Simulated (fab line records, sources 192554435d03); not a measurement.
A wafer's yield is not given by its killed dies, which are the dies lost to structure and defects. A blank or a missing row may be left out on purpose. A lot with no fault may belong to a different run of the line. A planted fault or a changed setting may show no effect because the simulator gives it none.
8D (eight disciplines) problem report, filled in by code    flow n5 finfet    the parts of the form that need people (team, actions taken, sign-off) are left out

1. PROBLEM STATEMENT
Wafers without a fault read 43.17, standard deviation 0.073; exposure dose mJ cm2 at N5_GATE_CUT_EXPOSE_10 reads a mean of 42.38 on 6 wafers belonging to 2 lots. That puts it -11 standard deviations away from the usual mean.
The step: exposes mask GATE CUT, target cd 20 nm.
Earliest sighting: wafer L876.1 on euv scanner-02 at day 7 04:28. At this step, 33 wafers from 11 lots have a number in the record. The rule behind "out" and "out of limits": a value lying over 4 standard deviations away from the usual mean. Any other wafer with a number is counted as sound.

2. WHAT IT IS; WHAT IT IS NOT
question                     is                      is not
which readings at this step  exposure dose mJ cm2    -
which lots                   L876, L877              L866, L867, L868, L869, L873, L883, L884, L885, L889
which wafers of those lots   all that have a number  -
read on which tools          euv scanner-02          euv scanner-01
when                         from day 7 04:28        up to then (15 sound wafers); but 12 sound wafers of L883, L884, L885, L889 came after

3. WHAT RULES OUT EACH SUSPECT
Counting: any tool at a process step up to the reading is kept as a suspect provided that every lot that is out went through it and no sound lot did after the first of them.
- euv scanner-02 at N5_GATE_CUT_EXPOSE_10 (exposes mask GATE CUT, target cd 20 nm): kept. It processed each lot that is out, first L876 at day 7 04:28, and no sound lot thereafter; up to then, the last sound lot it processed was L869 at day 5 04:43. Its own exposure dose mJ cm2 readings are out on those wafers.
Left after counting: euv scanner-02 at N5_GATE_CUT_EXPOSE_10.

4. THE CAUSE (what the simulator had put in)
Drift in process parameters on euv scanner-02 at N5_GATE_CUT_EXPOSE_10, starting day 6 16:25. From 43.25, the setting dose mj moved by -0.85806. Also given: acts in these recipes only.
Counting left only this tool.

5. THE EFFECT CHAIN, in route order
Rows list readings where the struck wafers' mean (over those with a number) sits beyond 3 standard deviations from the usual. Only readings whose record carries a usual standard deviation are examined. hours: median over the lots of the time between each lot's start at the first step of this table that gives one and its start at this step. sigmas: the change, counted in usual standard deviations.
hours  step                   reading               usual  on struck wafers  change  sigmas
0      N5_GATE_CUT_EXPOSE_10  exposure dose mJ cm2  43.17  42.38             -0.79   -11
It contains these process steps:
- N5_GATE_CUT_EXPOSE_10: exposes mask GATE CUT, target cd 20 nm.
At these later measuring or inspecting steps, every struck wafer for which the step has a row has a number for every such reading, and none has moved that far: N5_GATE_CUT_OVL_MEAS_14, N5_BEOL_M4_RC_MEAS_101.

6. WHAT WOULD HAVE CAUGHT IT SOONER
In this record the first reading out of limits was taken at day 7 04:28, 12 hours after the fault began at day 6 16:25.
